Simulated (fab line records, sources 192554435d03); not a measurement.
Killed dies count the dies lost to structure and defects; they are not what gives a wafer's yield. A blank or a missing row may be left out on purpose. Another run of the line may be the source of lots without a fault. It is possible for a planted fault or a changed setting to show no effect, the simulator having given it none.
Matching of chambers | flow n5 finfet | 3 sister chambers for N5_FIN_SAQP_PECVD_06 on pecvd-01
The step deposits a-Si from SiH4/He, target thk 60 nm, time 48.1 s. 20 wafers are shown with their chamber, then 9 later ones without.

WAFERS WITH THEIR CHAMBER
wafer  | chamber | throttle valve pct (%) | showerhead plenum p Torr (Torr) | heater power w (W)
L074.3 | 1       | 19.4                   | 5.63                            | 1012
L074.4 | 0       | 17.8                   | 5.73                            | 765
L075.3 | 1       | 19.2                   | 5.64                            | 831
L075.4 | 0       | 17.5                   | 5.73                            | 723
L075.5 | 1       | 19.2                   | 5.64                            | 839
L077.1 | 0       | 17.8                   | 5.72                            | 769
L077.4 | 0       | 17.5                   | 5.74                            | 773
L077.6 | 1       | 19.2                   | 5.63                            | 902
L078.3 | 1       | 19.4                   | 5.63                            | 885
L078.5 | 1       | 19.2                   | 5.63                            | 896
L078.6 | 0       | 17.6                   | 5.74                            | 708
L080.1 | 2       | 17.2                   | 5.64                            | 687
L080.2 | 0       | 17.8                   | 5.73                            | 767
L080.4 | 0       | 17.7                   | 5.73                            | 781
L082.4 | 1       | 19.1                   | 5.62                            | 932
L082.5 | 2       | 17.5                   | 5.63                            | 713
L082.6 | 0       | 17.6                   | 5.74                            | 727
L085.1 | 0       | 17.7                   | 5.74                            | 680
L085.3 | 2       | 17.4                   | 5.65                            | 781
L085.5 | 2       | 17.3                   | 5.65                            | 775

SIGNATURES (averages over the wafers above)
reading                  | chamber 0 | chamber 1 | chamber 2 | scatter within a chamber
throttle valve pct       | 17.667    | 19.243    | 17.350    | 0.121
showerhead plenum p Torr | 5.7333    | 5.6314    | 5.6425    | 0.00752
heater power w           | 743.67    | 899.57    | 739.00    | 47.7
Rule: distance of a wafer from a chamber = root of the sum over the readings of ((wafer's reading minus chamber's mean) / reading's scatter) squared. The wafer belongs to the nearest chamber; if the next one is less than 2 further off, it can't be placed. The scatter is the square root of a quotient: the sum, over the shown wafers, of each reading's squared deviation from its chamber's mean, divided by wafers minus chambers.

WAFERS WITH NO CHAMBER GIVEN
wafer  | throttle valve pct (%) | showerhead plenum p Torr (Torr) | heater power w (W)
L086.1 | 17.2                   | 5.65                            | 701
L086.2 | 19.5                   | 5.63                            | 910
L086.3 | 17.8                   | 5.74                            | 707
L090.3 | 19.3                   | 5.64                            | 965
L090.4 | 19.2                   | 5.62                            | 968
L090.6 | 17.5                   | 5.64                            | 652
L094.1 | 19.0                   | 5.64                            | 902
L094.2 | 17.5                   | 5.65                            | 679
L094.4 | 17.3                   | 5.63                            | 689

WHICH CHAMBER EACH WENT THROUGH
wafer  | from the rows above | in truth
L086.1 | 2                   | 2
L086.2 | 1                   | 1
L086.3 | 0                   | 0
L090.3 | 1                   | 1
L090.4 | 1                   | 1
L090.6 | 2                   | 2
L094.1 | 1                   | 1
L094.2 | 2                   | 2
L094.4 | 2                   | 2
Placed correctly: 9 of 9. Number that these rows cannot place: 0. 0 placed wrongly.
